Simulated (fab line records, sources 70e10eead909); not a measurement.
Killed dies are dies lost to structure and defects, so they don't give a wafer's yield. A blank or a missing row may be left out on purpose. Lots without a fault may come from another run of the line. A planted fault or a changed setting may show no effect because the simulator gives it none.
Chamber matching | flow nand_harc | NHARC_A_M0_CMP_23 on cmp-02: 4 sister chambers
The step polishes, t overpolish 20 s, target thk 113.75 nm. 14 wafers are shown with their chamber, then 7 later ones without.

WAFERS WITH THEIR CHAMBER
wafer  | chamber | motor_current_A (A) | time_to_endpoint_s (s)
L227.2 | 0       | 11.4                | 29
L227.3 | 1       | 11.1                | 29
L227.5 | 2       | 14.2                | 28
L228.2 | 1       | 11.3                | 28
L228.3 | 0       | 11.8                | 25
L228.4 | 2       | 13.8                | 27
L229.4 | 3       | 11.0                | 29
L229.5 | 2       | 12.2                | 27
L229.6 | 1       | 11.2                | 28
L237.4 | 0       | 11.1                | 27
L237.5 | 1       | 11.5                | 31
L237.6 | 2       | 12.8                | 26
L240.1 | 1       | 10.9                | 26
L240.4 | 0       | 11.5                | 25

SIGNATURES (means of the wafers above)
reading            | chamber 0 | chamber 1 | chamber 2 | chamber 3 | scatter within a chamber
motor_current_A    | 11.450    | 11.200    | 13.250    | 11.000    | 0.544
time_to_endpoint_s | 26.50     | 28.40     | 27.00     | 29.00     | 1.62
Rule: a wafer's distance from a chamber is the root of the sum, over the readings, of the square of ((its reading less the chamber's mean) divided by the reading's scatter). The wafer belongs to the nearest chamber; if the next one is less than 2 further off, it can't be placed. The scatter: the root of (the sum of the squares of (reading less its chamber's mean) over the shown wafers, divided by (wafers less chambers)).

WAFERS WITHOUT THEIR CHAMBER
wafer  | motor_current_A (A) | time_to_endpoint_s (s)
L240.5 | 11.5                | 26
L243.1 | 11.5                | 31
L243.5 | 11.6                | 24
L243.6 | 13.4                | 25
L250.3 | 11.5                | 26
L250.5 | 13.0                | 30
L250.6 | 11.1                | 29

WHICH CHAMBER EACH WENT THROUGH
wafer  | from the rows above               | in truth
L240.5 | can't be placed: 0 or 1 or 3      | 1
L243.1 | can't be placed: 3 or 1 or 0      | 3
L243.5 | can't be placed: 0 or 1 or 3 or 2 | 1
L243.6 | 2                                 | 2
L250.3 | can't be placed: 0 or 1 or 3      | 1
L250.5 | can't be placed: 2 or 1 or 0 or 3 | 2
L250.6 | can't be placed: 3 or 1 or 0      | 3
Placed correctly: 1 of 7. Can't be placed from these rows: 6 (the true chamber is among the candidates in 6). Placed wrongly: 0.
